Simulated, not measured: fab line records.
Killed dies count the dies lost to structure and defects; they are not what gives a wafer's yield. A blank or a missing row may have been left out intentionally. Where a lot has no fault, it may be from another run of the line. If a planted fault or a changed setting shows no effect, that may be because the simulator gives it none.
A struck lot beside a sound one + flow n5_finfet + 35 steps out of a route of 1938
Sound: wafers L301.2, L301.4, L301.5. Wafers struck: L291.2, L291.3, L291.6. At the end, the cause is stated.
Each step with rows lists, per side, the tool, then ch with its chambers, then its first start. Under that, the readings that differ: sound wafers + struck wafers + difference of the means + sigmas: that difference in standard deviations of wafers without a fault.
alike: readings whose means differ by less than 2 such deviations, and words and numbers that are the same on both sides. not compared: withheld readings, readings that some wafer has no value for, bounds like >300 that may hide the same value, and numbers for which the record gives no deviation and whose values overlap.
The two part at a step that has a row with sigmas, a row that says differs or no value, or rows on one side only. Non-overlapping numbers with no deviation appear without sigmas and do not part them. A reading that every wafer of one side lacks parts them only if that side has two wafers or more.

first, 10 steps without rows for these wafers: N5_BEOL_M1_STRIP_36 (strips in N2/H2); N5_BEOL_M1_TRENCH_ETCH_37 (etches SiOC in C4F6/O2, target depth 55.207 nm, time 29 s); N5_BEOL_M1_ETCH_41 (etches SiCN in CH3F/O2, target depth 31.9 nm, time 57.8 s); N5_BEOL_M1_STRIP_97 (strips in N2/H2, time 10 s); N5_BEOL_M1_HM_STRIP_39 (strips TiN in peroxide tin strip, target depth 25 nm, time 158 s); N5_BEOL_M1_SRD_40 (time 30 s); N5_BEOL_M1_PRECLEAN_42 (cleans in residue remover, time 60 s); N5_BEOL_M1_SRD_43 (time 30 s); N5_BEOL_M1_DEGAS_44 (time 60 s); N5_BEOL_M1_PRE_CLEAN_45 (time 30 s).
N5_BEOL_M1_ALD_84: deposits TaN, pulse time 2 s, purge time 3 s, co reactant purge time 2 s.
  sound on ald_metal-02 ch 0,3, day 12 10:52; struck on ald_metal-02 ch 0,2,3, day 9 15:34
  no value came back on the struck wafers for ald_cycles, chamber_pressure_Torr (Torr), co_reactant_pulse_time_s (s), heater_power_w (W); on the sound wafers ald_cycles reads 30 30 30
then, 21 steps without rows for these wafers: N5_BEOL_M1_SURFACE_TREAT_85; N5_BEOL_M1_CVD_47 (deposits Co from CCTBA/H2, target thk 3 nm, time 223.8 s); N5_BEOL_M1_SPUTTER_48 (material Cu, target thk 4.5 nm, time 8.29 s); N5_BEOL_M1_ANNEAL_49 (time 240 s); N5_BEOL_M1_SPUTTER_79 (material Cu, target thk 4.5 nm, time 8.29 s); N5_BEOL_M1_ANNEAL_80 (time 240 s); N5_BEOL_M1_SPUTTER_81 (material Cu, target thk 4.5 nm, time 8.29 s); N5_BEOL_M1_ANNEAL_82 (time 240 s); N5_BEOL_M1_SPUTTER_86 (material Cu, target thk 4.5 nm, time 8.29 s); N5_BEOL_M1_ANNEAL_87 (time 240 s); N5_BEOL_M1_SPUTTER_88 (material Cu, target thk 4.5 nm, time 8.29 s); N5_BEOL_M1_ANNEAL_89 (time 240 s); N5_BEOL_M1_SPUTTER_90 (material Cu, target thk 4.5 nm, time 8.29 s); N5_BEOL_M1_ANNEAL_91 (time 240 s); N5_BEOL_M1_SPUTTER_92 (material Cu, target thk 4.5 nm, time 8.29 s); N5_BEOL_M1_ANNEAL_93 (time 240 s); N5_BEOL_M1_SPUTTER_94 (material Cu, target thk 4.5 nm, time 8.29 s); N5_BEOL_M1_ANNEAL_95 (time 240 s); N5_BEOL_M1_SPUTTER_96 (material Cu, target thk 4.5 nm, time 8.29 s); N5_BEOL_M1_ECD_50 (material Cu, target thk 300 nm); N5_BEOL_M1_ANNEAL_51 (time 90 s).
N5_BEOL_M1_CMP_52: polishes, stops on SiOC, t overpolish 6.8 s, target thk 40 nm.
  sound on cmp-04 ch 1,3, day 12 13:40; struck on cmp-04 ch 1,2, day 9 18:21
| reading                      | sound          | struck         | difference | sigmas |
|------------------------------|----------------|----------------|------------|--------|
| barrier_field_endpoint_s (s) | 23.8 23.9 24.0 | 22.7 22.1 23.0 | -1.3       | -2     |
  alike: motor_current_A
N5_BEOL_M4_RC_MEAS_101:
  the record has rows for the sound wafers here (prober-02 ch 0, day 13 16:17) and none for the struck ones
-- record jumps: 6 days separate the struck wafers' starts on either side; left off in module BEOL_M4, taken up again in module PASSIVATION, whose first shown step is the route's number 1936 --
N5_PASSIVATION_PROBE_49:
  struck on prober-02, day 16 05:03; sound on prober-01, day 18 03:49
| reading                  | sound          | struck            | difference | sigmas      |
|--------------------------|----------------|-------------------|------------|-------------|
| defect_limited_yield (%) | 90.5 90.7 91.8 | 0 0 0             | -91        | -65         |
| killed_at_M0_to_M3       | 27 32 21       | 1104 1096 1119    | +1080      | +99 or more |
| killed_dies              | 112 110 97     | 1180 1180 1180    | +1074      | +67         |
| killed_on_rim            | 16 13 11       | 152 152 152       | +139       | +41         |
| sort_bin_4_leakage (%)   | 0 0 0          | 92.12 90.42 92.54 | +91.69     |             |
| sort_n_pass              | 1068 1070 1083 | 0 0 0             | -1074      | -67         |
| sort_yield_pct (%)       | 90.5 90.7 91.8 | 0 0 0             | -91        | -65         |
  alike: killed_at_M4_up, killed_at_contacts, killed_at_front_end, killed_at_other, killed_open, killed_short, sort_bin_5_function, sort_bin_6_memory

## WHERE THEY PART
Last at N5_PASSIVATION_PROBE_49 as far as this record goes, first at N5_BEOL_M1_ALD_84.

WHY: what had been put in by the simulator
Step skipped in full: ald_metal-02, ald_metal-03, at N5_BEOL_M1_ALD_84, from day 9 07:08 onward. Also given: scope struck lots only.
